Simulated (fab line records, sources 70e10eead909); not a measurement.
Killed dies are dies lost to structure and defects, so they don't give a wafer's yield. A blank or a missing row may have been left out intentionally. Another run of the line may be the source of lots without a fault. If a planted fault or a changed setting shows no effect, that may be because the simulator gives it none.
Matching of chambers | flow nand_harc | pecvd-02 running NHARC_A_M0_DEP_32: 3 sister chambers
The step deposits SiCN, target thk 30 nm. 6 wafers are shown with their chamber, then 10 later ones without.

## WAFERS WITH THEIR CHAMBER
wafer  | chamber | heater_power_w (W)
L086.6 | 1       | 466
L085.2 | 2       | 471
L090.5 | 1       | 576
L090.6 | 0       | 535
L094.2 | 2       | 477
L094.4 | 0       | 549

## WAFERS WITHOUT THEIR CHAMBER
wafer  | heater_power_w (W)
L094.5 | 579
L095.1 | 564
L095.2 | 376
L095.5 | 576
L097.1 | 472
L097.2 | 564
L097.3 | 540
L096.3 | 485
L096.5 | 628
L096.6 | 467

## WHICH CHAMBER EACH WENT THROUGH
wafer  | from the rows above          | in truth
L094.5 | can't be placed: 0 or 1 or 2 | 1
L095.1 | can't be placed: 0 or 1 or 2 | 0
L095.2 | can't be placed: 2 or 1 or 0 | 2
L095.5 | can't be placed: 0 or 1 or 2 | 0
L097.1 | can't be placed: 2 or 1 or 0 | 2
L097.2 | can't be placed: 0 or 1 or 2 | 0
L097.3 | can't be placed: 0 or 1 or 2 | 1
L096.3 | can't be placed: 2 or 1 or 0 | 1
L096.5 | can't be placed: 0 or 1 or 2 | 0
L096.6 | can't be placed: 2 or 1 or 0 | 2
Placed correctly: 0 of 10. From these rows, 10 cannot be placed; in 10 the true chamber is one of the candidates. Wrongly placed: 0.
How it was worked out, from the rows above alone: a wafer's distance from a chamber is the root of the sum, over the readings, of the square of ((its reading less the chamber's mean) divided by the reading's scatter). The wafer belongs to the nearest chamber; if the next one is less than 2 further off, it can't be placed. The mean given for a chamber averages the wafers shown for that chamber. The scatter: the root of (the sum of the squares of (reading less its chamber's mean) over the shown wafers, divided by (wafers less chambers)).
